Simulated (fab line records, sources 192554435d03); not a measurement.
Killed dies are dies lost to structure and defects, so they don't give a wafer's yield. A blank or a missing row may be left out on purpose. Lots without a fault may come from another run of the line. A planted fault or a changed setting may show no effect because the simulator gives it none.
Chamber matching | flow n5_finfet | N5_BEOL_M14_STRIP_37 on rie_diel-01: 4 sister chambers
The step strips in O2. 14 wafers are shown with their chamber, then 7 later ones without.

WAFERS WITH THEIR CHAMBER
wafer  | chamber | drypump_motor_current_A (A) | showerhead_plenum_p_Torr (Torr) | oes_product_au (a.u.)
L076.1 | 3       | 5.8                         | 2.14                            | 0.86
L076.2 | 1       | 4.9                         | 2.04                            | 0.87
L076.4 | 2       | 5.5                         | 2.07                            | 0.70
L077.1 | 0       | 5.3                         | 2.14                            | 0.88
L077.5 | 1       | 4.9                         | 2.04                            | 0.87
L077.6 | 2       | 5.5                         | 2.07                            | 0.70
L075.1 | 3       | 5.8                         | 2.14                            | 0.86
L075.2 | 2       | 5.5                         | 2.07                            | 0.71
L075.4 | 1       | 4.9                         | 2.03                            | 0.87
L079.1 | 3       | 5.8                         | 2.13                            | 0.84
L079.2 | 1       | 4.8                         | 2.03                            | 0.86
L079.3 | 0       | 5.3                         | 2.14                            | 0.89
L096.2 | 2       | 5.5                         | 2.06                            | 0.68
L096.4 | 2       | 5.5                         | 2.06                            | 0.67

SIGNATURES (means of the wafers above)
reading                  | chamber 0 | chamber 1 | chamber 2 | chamber 3 | scatter within a chamber
drypump_motor_current_A  | 5.300     | 4.875     | 5.500     | 5.800     | 0.0274
showerhead_plenum_p_Torr | 2.1400    | 2.0350    | 2.0660    | 2.1367    | 0.00535
oes_product_au           | 0.8850    | 0.8675    | 0.6920    | 0.8533    | 0.0121
Rule: a wafer's distance from a chamber is the root of the sum, over the readings, of the square of ((its reading less the chamber's mean) divided by the reading's scatter). The wafer belongs to the nearest chamber; if the next one is less than 2 further off, it can't be placed. The scatter: the root of (the sum of the squares of (reading less its chamber's mean) over the shown wafers, divided by (wafers less chambers)).

WAFERS WITHOUT THEIR CHAMBER
wafer  | drypump_motor_current_A (A) | showerhead_plenum_p_Torr (Torr) | oes_product_au (a.u.)
L096.6 | 4.9                         | 2.02                            | 0.81
L095.1 | 5.8                         | 2.12                            | 0.79
L095.2 | 5.3                         | 2.13                            | 0.82
L095.3 | 4.9                         | 2.02                            | 0.80
L095.4 | 5.3                         | 2.13                            | 0.84
L095.5 | 5.8                         | 2.12                            | 0.80
L095.6 | 4.9                         | 2.02                            | 0.80

WHICH CHAMBER EACH WENT THROUGH
wafer  | from the rows above | in truth
L096.6 | 1                   | 1
L095.1 | 3                   | 3
L095.2 | 0                   | 0
L095.3 | 1                   | 1
L095.4 | 0                   | 0
L095.5 | 3                   | 3
L095.6 | 1                   | 1
Placed correctly: 7 of 7. Can't be placed from these rows: 0. Placed wrongly: 0.
